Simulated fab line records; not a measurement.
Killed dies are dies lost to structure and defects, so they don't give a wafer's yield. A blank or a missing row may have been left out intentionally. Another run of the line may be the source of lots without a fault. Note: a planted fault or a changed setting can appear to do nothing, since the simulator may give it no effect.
Chamber matching || flow nandHarc || NHARC_A_CHANNEL_FILL_D1_ETCHBACK_19 on rieSi-02 has 4 sister chambers
The step etches the open film in HBr/Cl2, target depth 5 nm, time 1.7 s. 18 wafers are shown with their chamber, then 9 later ones without.

WAFERS PAIRED WITH THEIR CHAMBERS
{"wafer": "L074.2", "chamber": 2, "drypumpMotorCurrentA (A)": 5.7, "oesProductAu (a.u.)": 1.000, "rfFwdPowerW (W)": 391.3}
{"wafer": "L074.3", "chamber": 0, "drypumpMotorCurrentA (A)": 5.1, "oesProductAu (a.u.)": 1.004, "rfFwdPowerW (W)": 389.0}
{"wafer": "L074.6", "chamber": 2, "drypumpMotorCurrentA (A)": 5.6, "oesProductAu (a.u.)": 0.992, "rfFwdPowerW (W)": 392.3}
{"wafer": "L079.1", "chamber": 3, "drypumpMotorCurrentA (A)": 6.3, "oesProductAu (a.u.)": 1.009, "rfFwdPowerW (W)": 391.9}
{"wafer": "L079.2", "chamber": 0, "drypumpMotorCurrentA (A)": 5.0, "oesProductAu (a.u.)": 1.007, "rfFwdPowerW (W)": 389.9}
{"wafer": "L079.4", "chamber": 2, "drypumpMotorCurrentA (A)": 5.7, "oesProductAu (a.u.)": 1.010, "rfFwdPowerW (W)": 388.4}
{"wafer": "L080.4", "chamber": 2, "drypumpMotorCurrentA (A)": 5.7, "oesProductAu (a.u.)": 0.987, "rfFwdPowerW (W)": 390.4}
{"wafer": "L080.5", "chamber": 0, "drypumpMotorCurrentA (A)": 5.0, "oesProductAu (a.u.)": 1.002, "rfFwdPowerW (W)": 389.4}
{"wafer": "L080.6", "chamber": 1, "drypumpMotorCurrentA (A)": 5.9, "oesProductAu (a.u.)": 1.002, "rfFwdPowerW (W)": 392.0}
{"wafer": "L082.1", "chamber": 1, "drypumpMotorCurrentA (A)": 5.9, "oesProductAu (a.u.)": 1.019, "rfFwdPowerW (W)": 391.2}
{"wafer": "L082.2", "chamber": 3, "drypumpMotorCurrentA (A)": 6.3, "oesProductAu (a.u.)": 1.010, "rfFwdPowerW (W)": 389.4}
{"wafer": "L082.4", "chamber": 2, "drypumpMotorCurrentA (A)": 5.7, "oesProductAu (a.u.)": 0.996, "rfFwdPowerW (W)": 391.6}
{"wafer": "L087.2", "chamber": 3, "drypumpMotorCurrentA (A)": 6.3, "oesProductAu (a.u.)": 1.001, "rfFwdPowerW (W)": 391.3}
{"wafer": "L087.4", "chamber": 2, "drypumpMotorCurrentA (A)": 5.7, "oesProductAu (a.u.)": 0.998, "rfFwdPowerW (W)": 391.1}
{"wafer": "L087.5", "chamber": 3, "drypumpMotorCurrentA (A)": 6.2, "oesProductAu (a.u.)": 0.999, "rfFwdPowerW (W)": 390.3}
{"wafer": "L089.1", "chamber": 2, "drypumpMotorCurrentA (A)": 5.7, "oesProductAu (a.u.)": 1.002, "rfFwdPowerW (W)": 391.7}
{"wafer": "L089.2", "chamber": 1, "drypumpMotorCurrentA (A)": 5.9, "oesProductAu (a.u.)": 1.011, "rfFwdPowerW (W)": 390.0}
{"wafer": "L089.3", "chamber": 3, "drypumpMotorCurrentA (A)": 6.3, "oesProductAu (a.u.)": 1.006, "rfFwdPowerW (W)": 390.7}

SIGNATURES (means of the wafers above)
{"reading": "drypumpMotorCurrentA", "chamber 0": 5.033, "chamber 1": 5.900, "chamber 2": 5.686, "chamber 3": 6.280, "scatter within a chamber": 0.0407}
{"reading": "oesProductAu", "chamber 0": 1.00433, "chamber 1": 1.01067, "chamber 2": 0.99786, "chamber 3": 1.00500, "scatter within a chamber": 0.00642}
{"reading": "rfFwdPowerW", "chamber 0": 389.433, "chamber 1": 391.067, "chamber 2": 390.971, "chamber 3": 390.720, "scatter within a chamber": 1.06}
Rule: a wafer lies at a distance from a chamber equal to the root of the sum of squares, over the readings, of (its reading less the chamber's mean, divided by the reading's scatter). The wafer belongs to the nearest chamber; if the next one is less than 2 further off, it can't be placed. The scatter: take each reading less its chamber's mean, square it, sum over the shown wafers, divide by the number of wafers less the number of chambers, and take the root.

WAFERS MISSING THEIR CHAMBER
{"wafer": "L090.1", "drypumpMotorCurrentA (A)": 5.7, "oesProductAu (a.u.)": 0.999, "rfFwdPowerW (W)": 388.7}
{"wafer": "L090.5", "drypumpMotorCurrentA (A)": 5.0, "oesProductAu (a.u.)": 0.982, "rfFwdPowerW (W)": 391.2}
{"wafer": "L090.6", "drypumpMotorCurrentA (A)": 6.3, "oesProductAu (a.u.)": 1.006, "rfFwdPowerW (W)": 390.4}
{"wafer": "L093.3", "drypumpMotorCurrentA (A)": 6.3, "oesProductAu (a.u.)": 1.004, "rfFwdPowerW (W)": 389.5}
{"wafer": "L093.5", "drypumpMotorCurrentA (A)": 5.9, "oesProductAu (a.u.)": 1.013, "rfFwdPowerW (W)": 391.2}
{"wafer": "L093.6", "drypumpMotorCurrentA (A)": 5.7, "oesProductAu (a.u.)": 1.003, "rfFwdPowerW (W)": 388.7}
{"wafer": "L096.1", "drypumpMotorCurrentA (A)": 5.0, "oesProductAu (a.u.)": 0.989, "rfFwdPowerW (W)": 391.9}
{"wafer": "L096.2", "drypumpMotorCurrentA (A)": 5.9, "oesProductAu (a.u.)": 1.009, "rfFwdPowerW (W)": 391.2}
{"wafer": "L096.3", "drypumpMotorCurrentA (A)": 6.2, "oesProductAu (a.u.)": 0.992, "rfFwdPowerW (W)": 387.9}

WHICH CHAMBER EACH WENT THROUGH
{"wafer": "L090.1", "from the rows above": 2, "in truth": 2}
{"wafer": "L090.5", "from the rows above": 0, "in truth": 0}
{"wafer": "L090.6", "from the rows above": 3, "in truth": 3}
{"wafer": "L093.3", "from the rows above": 3, "in truth": 3}
{"wafer": "L093.5", "from the rows above": 1, "in truth": 1}
{"wafer": "L093.6", "from the rows above": 2, "in truth": 2}
{"wafer": "L096.1", "from the rows above": 0, "in truth": 0}
{"wafer": "L096.2", "from the rows above": 1, "in truth": 1}
{"wafer": "L096.3", "from the rows above": 3, "in truth": 3}
Correctly placed: 9 of 9. Not placeable from these rows: 0. 0 placed wrongly.
